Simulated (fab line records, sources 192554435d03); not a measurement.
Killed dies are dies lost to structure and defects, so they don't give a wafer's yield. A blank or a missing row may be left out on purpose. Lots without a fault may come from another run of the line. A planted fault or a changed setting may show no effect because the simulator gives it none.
Chamber matching | flow n5_finfet | N5_BEOL_M11_VIA_ETCH_34 on rie_diel-03: 4 sister chambers
The step etches SiCOH lowk in C4F6/O2, target depth 184.5 nm, time 69.2 s. 22 wafers are shown with their chamber, then 11 later ones without.

WAFERS WITH THEIR CHAMBER
wafer  | chamber | rf_vpp_V (V) | showerhead_plenum_p_Torr (Torr) | drypump_motor_current_A (A)
L074.2 | 3       | 655          | 2.94                            | 5.6
L074.4 | 0       | 691          | 2.77                            | 5.9
L074.6 | 2       | 664          | 2.72                            | 6.0
L076.3 | 2       | 665          | 2.71                            | 6.0
L076.5 | 3       | 654          | 2.93                            | 5.5
L076.6 | 2       | 664          | 2.71                            | 6.1
L077.2 | 3       | 652          | 2.93                            | 5.5
L077.4 | 2       | 664          | 2.71                            | 6.0
L077.5 | 1       | 681          | 2.86                            | 5.7
L083.4 | 3       | 654          | 2.93                            | 5.6
L083.5 | 2       | 665          | 2.71                            | 6.0
L083.6 | 3       | 654          | 2.93                            | 5.5
L084.3 | 0       | 690          | 2.76                            | 5.9
L084.4 | 1       | 681          | 2.85                            | 5.7
L084.5 | 1       | 684          | 2.85                            | 5.7
L087.1 | 0       | 690          | 2.76                            | 5.9
L087.3 | 3       | 654          | 2.93                            | 5.5
L087.6 | 2       | 665          | 2.71                            | 6.0
L089.4 | 3       | 653          | 2.92                            | 5.5
L089.5 | 2       | 665          | 2.70                            | 6.0
L089.6 | 1       | 682          | 2.85                            | 5.7
L093.2 | 2       | 665          | 2.70                            | 6.1

SIGNATURES (means of the wafers above)
reading                  | chamber 0 | chamber 1 | chamber 2 | chamber 3 | scatter within a chamber
rf_vpp_V                 | 690.33    | 682.00    | 664.62    | 653.71    | 0.881
showerhead_plenum_p_Torr | 2.7633    | 2.8525    | 2.7088    | 2.9300    | 0.00591
drypump_motor_current_A  | 5.900     | 5.700     | 6.025     | 5.529     | 0.0403
Rule: a wafer's distance from a chamber is the root of the sum, over the readings, of the square of ((its reading less the chamber's mean) divided by the reading's scatter). The wafer belongs to the nearest chamber; if the next one is less than 2 further off, it can't be placed. The scatter: the root of (the sum of the squares of (reading less its chamber's mean) over the shown wafers, divided by (wafers less chambers)).

WAFERS WITHOUT THEIR CHAMBER
wafer  | rf_vpp_V (V) | showerhead_plenum_p_Torr (Torr) | drypump_motor_current_A (A)
L093.3 | 682          | 2.84                            | 5.7
L093.5 | 688          | 2.76                            | 5.9
L094.1 | 690          | 2.76                            | 6.0
L094.5 | 680          | 2.84                            | 5.7
L094.6 | 689          | 2.76                            | 5.9
L096.1 | 681          | 2.84                            | 5.7
L096.2 | 654          | 2.92                            | 5.5
L096.5 | 654          | 2.92                            | 5.5
L097.2 | 682          | 2.84                            | 5.7
L097.3 | 664          | 2.70                            | 6.0
L097.5 | 665          | 2.70                            | 6.1

WHICH CHAMBER EACH WENT THROUGH
wafer  | from the rows above | in truth
L093.3 | 1                   | 1
L093.5 | 0                   | 0
L094.1 | 0                   | 0
L094.5 | 1                   | 1
L094.6 | 0                   | 0
L096.1 | 1                   | 1
L096.2 | 3                   | 3
L096.5 | 3                   | 3
L097.2 | 1                   | 1
L097.3 | 2                   | 2
L097.5 | 2                   | 2
Placed correctly: 11 of 11. Can't be placed from these rows: 0. Placed wrongly: 0.
